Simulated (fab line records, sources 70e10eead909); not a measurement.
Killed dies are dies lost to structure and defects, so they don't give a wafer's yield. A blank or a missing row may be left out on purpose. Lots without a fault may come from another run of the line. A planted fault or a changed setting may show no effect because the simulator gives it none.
A struck lot beside a sound one | flow nand_harc | 15 steps out of a route of 1302
Sound: wafers L813.1, L813.2, L813.6. Struck: wafer L818.2. (L818.1, L818.5 of the same lot were not struck and are left out.) The cause comes at the end.
At each step with rows: each side's tool, then ch and its chambers, then its first start. Under that, the readings that differ: sound wafers | struck wafers | difference of the means | sigmas: that difference in standard deviations of wafers without a fault.
alike: readings whose means differ by less than 2 such deviations, and words and numbers that are the same on both sides. not compared: withheld readings, readings that some wafer has no value for, bounds like >300 that may hide the same value, and numbers for which the record gives no deviation and whose values overlap.
The two part at a step that has a row with sigmas, a row that says differs or no value, or rows on one side only. Numbers that don't overlap but have no deviation are shown without sigmas and don't part them. A reading that every wafer of one side lacks parts them only if that side has two wafers or more.

first, 8 steps without rows for these wafers: NHARC_THIN_TSV_DEHYDRATE_25 (time 120 s); NHARC_THIN_TSV_HMDS_26 (time 30 s); NHARC_THIN_TSV_COAT_27; NHARC_THIN_TSV_SOFTBAKE_28 (time 95 s); NHARC_THIN_TSV_EBR_29; NHARC_THIN_TSV_EXPOSE_30 (exposes mask PAD); NHARC_THIN_TSV_PEB_31 (peb time 85 s); NHARC_THIN_TSV_DEVELOP_32 (time 70 s).
NHARC_THIN_TSV_CD_MEAS_33: target cd 5000 nm.
  sound on cd_sem-03 ch 0, day 28 09:28; struck on cd_sem-01 ch 0, day 31 05:41
  alike: cd_nm
then, 1 step without rows for these wafers: NHARC_THIN_TSV_HARDBAKE_34 (time 80 s).
NHARC_THIN_TSV_DESCUM_35: chemistry O2, time 3 s.
  sound on rie_diel-08 ch 0,3, day 28 09:37; struck on rie_diel-09 ch 1, day 31 05:53
  alike: drypump_motor_current_A, oes_product_au, rf_vpp_V, showerhead_plenum_p_Torr, throttle_valve_pct
  not compared: rf_hours_counter_h
NHARC_THIN_TSV_ETCH_59: etches the open film in Cl2/BCl3, target depth 880 nm, time 138.1 s.
  sound on rie_metal-01 ch 0,1, day 28 09:45; struck on rie_metal-01 ch 1, day 31 05:59
  reading                | sound                | struck | difference | sigmas
  run_length_s (s)       | 158.6 160.4 160.0    | 158.6  | -1.1       | -2
  throttle_valve_pct (%) | 22.254 22.263 22.251 | 22.281 | +0.025     | +3
  alike: bcl3_flow_sccm, drypump_motor_current_A, he_backside_leak_sccm, mfc_cl2_sccm, oes_product_au
  not compared: rf_hours_counter_h
NHARC_THIN_TSV_ETCH_36: etches the open film in Cl2/BCl3, target depth 65 nm, time 18.571 s.
  sound on rie_metal-01 ch 0,1, day 28 10:00; struck on rie_metal-01 ch 1, day 31 06:14
  reading          | sound          | struck | difference | sigmas
  run_length_s (s) | 39.0 40.6 39.0 | 34.7   | -4.8       | -11
  alike: drypump_motor_current_A, he_backside_leak_sccm, oes_product_au
  not compared: rf_hours_counter_h
NHARC_THIN_TSV_STRIP_56: strips in O2.
  sound on plasma_asher-01 ch 0,1, day 28 10:06; struck on plasma_asher-02 ch 0, day 31 06:20
  alike: drypump_motor_current_A, heater_power_w
  not compared: rf_hours_counter_h
NHARC_END_SORT_01:
  sound on prober-01 ch 0, day 28 19:52; struck on prober-02 ch 0, day 31 15:35
  alike: defect_limited_yield, killed_at_array, killed_at_other, killed_at_periphery, killed_dies, killed_open, killed_short, sort_bin_2_pct, sort_bin_3_pct, sort_bin_4_pct, sort_n_pass, sort_rim_yield_pct, sort_yield_pct

WHERE THEY PART
First at NHARC_THIN_TSV_ETCH_59; last, within this record, at NHARC_THIN_TSV_ETCH_36. Later steps at which nothing parts them and some readings are alike: NHARC_THIN_TSV_STRIP_56, NHARC_END_SORT_01.

WHY: what the simulator had put in
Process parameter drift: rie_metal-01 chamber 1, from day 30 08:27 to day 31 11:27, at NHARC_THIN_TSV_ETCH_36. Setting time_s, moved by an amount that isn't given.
